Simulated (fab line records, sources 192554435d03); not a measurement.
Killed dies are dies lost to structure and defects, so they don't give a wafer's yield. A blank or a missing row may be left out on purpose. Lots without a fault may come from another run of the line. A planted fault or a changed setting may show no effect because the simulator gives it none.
Problem report in the 8D (eight disciplines) form, filled by code | flow n5_finfet | the parts of the form that need people (team, actions taken, sign-off) are left out

1. THE PROBLEM
plate_temp_C at N5_SDB_COAT_03 reads a mean of 240.35 C on 6 wafers of 2 lots; wafers without a fault read 249.96 C with a standard deviation of 0.18. That is -53 standard deviations from the usual mean.
The step: time 60 s, resist thk 100 nm.
First seen on wafer L535.2, day 7 17:26, on litho_track-03. The record holds 27 wafers of 9 lots with a number at this step. Rule for "out", or "out of limits": more than 4 standard deviations from the usual mean. The other wafers with a number count as sound.

2. WHAT IT IS AND WHAT IT IS NOT
question                    | is                                 | is not
which readings at this step | plate_temp_C, heater_power_total_W | -
which lots                  | L535, L536                         | L519, L520, L523, L532, L539, L540, L542
which wafers of those lots  | all that have a number             | -
read on which tools         | litho_track-03                     | litho_track-01, litho_track-05
when                        | from day 7 17:26                   | up to then (12 sound wafers); but 9 sound wafers of L539, L540, L542 came after

3. SUSPECTS, AND WHAT RULES EACH OUT
Counting: a tool at a process step up to the reading stays a suspect if it ran every lot that is out and no sound lot after the first of them.
- litho_track-03 at N5_SDB_COAT_03 (time 60 s, resist thk 100 nm): kept. It ran every lot that is out, first L535 (day 7 17:26), and no sound lot after that; its last sound lot up to then is L523 (day 4 21:56). Its own readings are out on those wafers: heater_power_total_W, plate_temp_C.
Left after counting: litho_track-03 at N5_SDB_COAT_03.

4. THE CAUSE (what the simulator had put in)
Process parameter drift: litho_track-03, from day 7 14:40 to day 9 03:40, at N5_SDB_COAT_03. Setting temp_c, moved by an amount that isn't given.
Counting left only this tool.

5. THE CHAIN OF EFFECTS, in route order
Each row: a reading whose mean over the struck wafers that have a number lies more than 3 standard deviations from the usual. Only readings for which the record gives a usual standard deviation are gone through. hours: the time from each lot's start at the first step in this table that gives one to its start at this step, as a median over the lots. sigmas: the change in usual standard deviations.
hours | step           | reading              | usual    | on struck wafers | change | sigmas
0     | N5_SDB_COAT_03 | heater_power_total_W | 500.5 W  | 475.9            | -24.6  | -14
0     | N5_SDB_COAT_03 | plate_temp_C         | 249.96 C | 240.35           | -9.61  | -53
The process steps in it:
- N5_SDB_COAT_03: time 60 s, resist thk 100 nm.
Later measuring or inspecting steps at which every struck wafer that the step has a row for has a number for every such reading, and none has moved that far: N5_BEOL_M4_RC_MEAS_101.

6. WHAT WOULD HAVE CAUGHT IT SOONER
In this record the first reading out of limits was taken at day 7 17:26, 3 hours after the fault began at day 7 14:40.
